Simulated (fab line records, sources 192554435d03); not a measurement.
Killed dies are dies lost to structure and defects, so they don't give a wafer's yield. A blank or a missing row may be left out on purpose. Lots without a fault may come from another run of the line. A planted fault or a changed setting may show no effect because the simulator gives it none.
Split-lot experiment | flow n5_finfet | 5 lots, 23 wafers read, on a route of 1938 steps

THE SPLIT
At N5_SD_EPI_P_EPI_21 (deposits SiGe:B, time 355 s), the setting temp_c was moved away from the recipe's 550 C on 7 of the 23 wafers read, by -0.6% to +0.5%. The other wafers ran this setting at the recipe's value.

FROM THE SPLIT TO THE READING: what the file shows between them, 4 steps
- N5_SD_EPI_P_HM_STRIP_48: strips SiNx in H3PO4, material SiNx, target depth 3 nm
- N5_SD_EPI_P_SRD_49: time 30 s
- N5_SD_EPI_P_PRECLEAN_24: cleans in O3/DIW, time 45 s
- N5_SD_ACTIVATION_LSA_01: time 0.0008 s (also split here: temp_c)

THE READING
RS_SD_P, in ohm/sq, at N5_SD_ACTIVATION_RS_MEAS_03 (measures by four-point-probe). Fault-free wafers of this fab line usually give 55.9 ohm/sq, standard deviation 0.94 ohm/sq.

wafer  | tool, chamber at the split | temp_c as run, C | against the recipe | RS_SD_P, ohm/sq | against lot-mates on the recipe
L078.2 | epi_rpcvd-02, 0            | 550              | recipe             | 56.6            | -
L078.3 | epi_rpcvd-02, 0            | 550              | recipe             | 56.6            | -
L078.4 | epi_rpcvd-02, 0            | 550              | recipe             | 56.7            | -
L078.5 | epi_rpcvd-02, 0            | 546.9            | -0.6%              | 61.2            | +4.6
L078.6 | epi_rpcvd-02, 0            | 546.9            | -0.6%              | 60.9            | +4.3
L079.1 | epi_rpcvd-01, 0            | 550              | recipe             | 57.7            | -
L079.2 | epi_rpcvd-01, 0            | 550              | recipe             | 57.2            | -
L079.4 | epi_rpcvd-01, 0            | 550              | recipe             | 57.4            | -
L079.5 | epi_rpcvd-01, 0            | 550              | recipe             | 56.6            | -
L079.6 | epi_rpcvd-01, 0            | 550              | recipe             | 55.9            | -
L080.1 | epi_rpcvd-04, 0            | 552.5            | +0.5%              | 53.0            | -2.0
L080.2 | epi_rpcvd-04, 0            | 552.5            | +0.5%              | 52.5            | -2.5
L080.3 | epi_rpcvd-04, 0            | 552.5            | +0.5%              | 51.5            | -3.5
L080.4 | epi_rpcvd-04, 0            | 550              | recipe             | 54.2            | -
L080.5 | epi_rpcvd-04, 0            | 550              | recipe             | 55.9            | -
L082.1 | epi_rpcvd-01, 0            | 550              | recipe             | 56.9            | -
L082.4 | epi_rpcvd-01, 0            | 550              | recipe             | 55.3            | -
L082.6 | epi_rpcvd-01, 0            | 550              | recipe             | 54.6            | -
L091.2 | epi_rpcvd-04, 0            | 551.7            | +0.3%              | 52.9            | -2.0
L091.3 | epi_rpcvd-04, 0            | 550              | recipe             | 54.4            | -
L091.4 | epi_rpcvd-04, 0            | 550              | recipe             | 55.2            | -
L091.5 | epi_rpcvd-04, 0            | 551.7            | +0.3%              | 52.8            | -2.1
L091.6 | epi_rpcvd-04, 0            | 550              | recipe             | 55.0            | -

THE FIT
A straight line over all 23 wafers: RS_SD_P changes by -8.75 ohm/sq for each +1% of temp_c; r = -0.92; the points scatter about the line by 0.99 ohm/sq.
The same after taking each lot's own level away (the mean of its wafers on the recipe; 23 wafers): -6.93 ohm/sq for each +1%; r = -0.94; scatter 0.64 ohm/sq.
On that fit, the largest move of temp_c shifts the reading by 3.9 ohm/sq.
The lots' own levels span 54.87 to 56.96 ohm/sq, that is 2.2 times the standard deviation above.
So the lot-to-lot level changes the slope: the two fits differ.
Check: with one of the wafers moved furthest among these (-0.6%) left out of the fit, the line predicts +3.79 ohm/sq for it against its lot-mates. It came out at +4.57 ohm/sq against them.

OTHER SPLITS ON THESE WAFERS
These wafers also went through other splits before the reading. Each is held against what the fit with the lots' levels taken away leaves over:
other split on the same wafers  | wafers away from the commonest value | r with RS_SD_P (lot level and that fit taken away)
N5_ZERO_LAYER_PECVD_02 time_s   | 7                                    | +0.05
N5_FIN_SAQP_PEB_14 peb_time_s   | 6                                    | +0.22
N5_FIN_SAQP_ETCH_52 source_w    | 10                                   | +0.25
N5_FIN_SAQP_ETCH_65 time_s      | 8                                    | -0.04
N5_DUMMY_GATE_PECVD_30 time_s   | 7                                    | +0.04
N5_DUMMY_GATE_EXPOSE_12 dose_mj | 5                                    | +0.21
N5_SD_EPI_P_COAT_34 spin_rpm    | 7                                    | -0.05
N5_SD_ACTIVATION_LSA_01 temp_c  | 8                                    | -0.06

THE WHOLE CHAIN: every reading that the file lists as answering this split, in the file's order
step                        | what it does                 | reading                                                                           | change (the file's fit)              | r (the file's)
N5_SD_EPI_P_EPI_21          | deposits SiGe:B, time 355 s  | SiGe-B_of_SD_EPI_P_EPI_21.thk_nm (the simulator's own value, which no gauge read) | +6.88 nm for each +1% of the setting | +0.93
N5_SD_EPI_P_PRECLEAN_24     | cleans in O3/DIW, time 45 s  | SiGe-B_of_SD_EPI_P_EPI_21.thk_nm (the simulator's own value, which no gauge read) | +6.81 nm for each +1% of the setting | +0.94
N5_SD_ACTIVATION_RS_MEAS_03 | measures by four-point-probe | RS_SD_P                                                                           | -7.02 for each +1% of the setting    | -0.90

THE FILE'S OWN FIT
RS_SD_P changes by -7.02 ohm/sq for each +1% of temp_c, r = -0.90.
